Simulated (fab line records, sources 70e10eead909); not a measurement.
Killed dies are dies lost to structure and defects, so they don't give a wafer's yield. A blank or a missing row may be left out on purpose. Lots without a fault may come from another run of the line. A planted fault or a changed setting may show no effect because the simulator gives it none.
Chamber matching | flow nand_harc | NHARC_A_STAIRCASE_TRIM_20 on rie_diel-09: 4 sister chambers
The step chemistry O2, time 211.2 s. 4 wafers are shown with their chamber, then 12 later ones without.

WAFERS WITH THEIR CHAMBER
wafer  | chamber | drypump_motor_current_A (A)
L088.5 | 0       | 5.9
L088.6 | 3       | 6.3
L091.3 | 1       | 6.3
L091.5 | 2       | 5.6

WAFERS WITHOUT THEIR CHAMBER
wafer  | drypump_motor_current_A (A)
L091.2 | 6.2
L091.4 | 5.9
L091.6 | 6.3
L093.3 | 6.3
L093.5 | 5.9
L093.6 | 6.3
L096.1 | 6.3
L096.3 | 5.6
L096.5 | 5.6
L097.1 | 5.6
L097.3 | 6.3
L097.6 | 6.3

WHICH CHAMBER EACH WENT THROUGH
wafer  | from the rows above     | in truth
L091.2 | can't be placed: 1 or 3 | 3
L091.4 | 0                       | 0
L091.6 | can't be placed: 1 or 3 | 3
L093.3 | can't be placed: 1 or 3 | 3
L093.5 | 0                       | 0
L093.6 | can't be placed: 1 or 3 | 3
L096.1 | can't be placed: 1 or 3 | 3
L096.3 | 2                       | 2
L096.5 | 2                       | 2
L097.1 | 2                       | 2
L097.3 | can't be placed: 1 or 3 | 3
L097.6 | can't be placed: 1 or 3 | 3
Placed correctly: 5 of 12. Can't be placed from these rows: 7 (the true chamber is among the candidates in 7). Placed wrongly: 0.
How it was worked out, from the rows above alone: a wafer's distance from a chamber is the root of the sum, over the readings, of the square of ((its reading less the chamber's mean) divided by the reading's scatter). The wafer belongs to the nearest chamber; if the next one is less than 2 further off, it can't be placed. A chamber's mean is the mean of its shown wafers. The scatter: with one shown wafer a chamber, the root of the mean of the squares of how far each hidden wafer lies from its nearest shown one.
